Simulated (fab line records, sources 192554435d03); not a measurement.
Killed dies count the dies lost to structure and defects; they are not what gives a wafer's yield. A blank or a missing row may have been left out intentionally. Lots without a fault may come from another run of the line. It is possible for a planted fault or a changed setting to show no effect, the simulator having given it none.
Chamber matching -- flow n5 finfet -- N5_BEOL_M15_STRIP_36 on rie diel-06: 4 sister chambers
The step strips in O2. 4 wafers are shown with their chamber, then 7 later ones without.

## WAFERS PAIRED WITH THEIR CHAMBERS
wafer,chamber,showerhead plenum p Torr (Torr)
L081.6,0,1.98
L092.2,1,2.06
L093.1,2,2.19
L093.2,3,2.15

## WAFERS WHOSE CHAMBER IS MISSING
wafer,showerhead plenum p Torr (Torr)
L093.5,2.15
L095.1,2.24
L095.3,2.19
L095.4,2.24
L096.1,2.15
L096.3,2.05
L096.4,2.19

## THE CHAMBER EACH PASSED THROUGH
wafer,from the rows above,in truth
L093.5,can't be placed: 3 or 2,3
L095.1,can't be placed: 2 or 3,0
L095.3,can't be placed: 2 or 3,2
L095.4,can't be placed: 2 or 3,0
L096.1,can't be placed: 3 or 2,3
L096.3,1,1
L096.4,can't be placed: 2 or 3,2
Placed correctly: 1 of 7. Unplaceable from these rows: 6, with the true chamber sitting among the candidates in 4. Wrongly placed: 0.
How it was worked out, from the rows above alone: a wafer's distance from a chamber is the root of the sum, over the readings, of the square of ((its reading less the chamber's mean) divided by the reading's scatter). The wafer belongs to the nearest chamber; if the next one is less than 2 further off, it can't be placed. The mean given for a chamber averages the wafers shown for that chamber. The scatter: root of mean squared gap, hidden wafer to nearest shown wafer, with one shown wafer a chamber.
